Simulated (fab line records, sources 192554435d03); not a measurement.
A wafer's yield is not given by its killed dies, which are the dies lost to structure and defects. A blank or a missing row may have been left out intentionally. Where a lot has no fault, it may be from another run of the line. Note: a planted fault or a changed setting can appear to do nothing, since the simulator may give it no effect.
A single fault, viewed from 2 desks ; flow n5-finfet ; every desk sees just its own numbers, and what lay behind them comes last

== THE DEFECT DESK ==
Per lot, the means of the sampled wafers with a number show what the inspections along the route counted. If a lot's mean is further than 4 standard deviations from the usual mean, the lot is out of limits and carries the mark OUT (the distance appears in the brackets).
Columns: A = raw-defect-count at N5_BEOL_M9_INSPECT_58, usual 71
lot;first seen here;A
L611;day 9 04:29;67
L612;day 10 01:07;95
L614;day 10 05:04;64
L613;day 10 07:01;71
L615;day 10 17:01;47
L617;day 11 02:11;63
L616;day 11 03:44;66
L618;day 11 07:08;73
L623;day 13 07:59;89
L629;day 14 07:19;86
L633;day 15 18:12;82
Finding of this desk: none of the 11 lots has anything out of limits.

== THE TOOL OWNER'S DESK: cvd-co-02 ==
The tool's own readings at N5_BEOL_M9_CVD_78 (deposits Co from CCTBA/H2, target thk 2 nm, time 138.9 s): means of the sampled wafers that have a number, for each lot that ran on this tool. If a lot's mean is further than 4 standard deviations from the usual mean, the lot is out of limits and carries the mark OUT (the distance appears in the brackets).
Columns: A = run-length-s at N5_BEOL_M9_CVD_78, usual 161.7 s
lot;first seen here;A
L612;day 9 23:52;161.2
L614;day 10 03:38;161.5
L615;day 10 15:55;161.9
L617;day 10 23:56;161.8
L616;day 11 02:38;161.4
L623;day 13 06:51;160.7
Finding of this desk: none of the 6 lots has anything out of limits.

== BROUGHT TOGETHER ==
The defect desk saw nothing out of limits.
The tool owner's desk saw nothing out of limits.

== WHAT WAS PUT IN BY THE SIMULATOR ==
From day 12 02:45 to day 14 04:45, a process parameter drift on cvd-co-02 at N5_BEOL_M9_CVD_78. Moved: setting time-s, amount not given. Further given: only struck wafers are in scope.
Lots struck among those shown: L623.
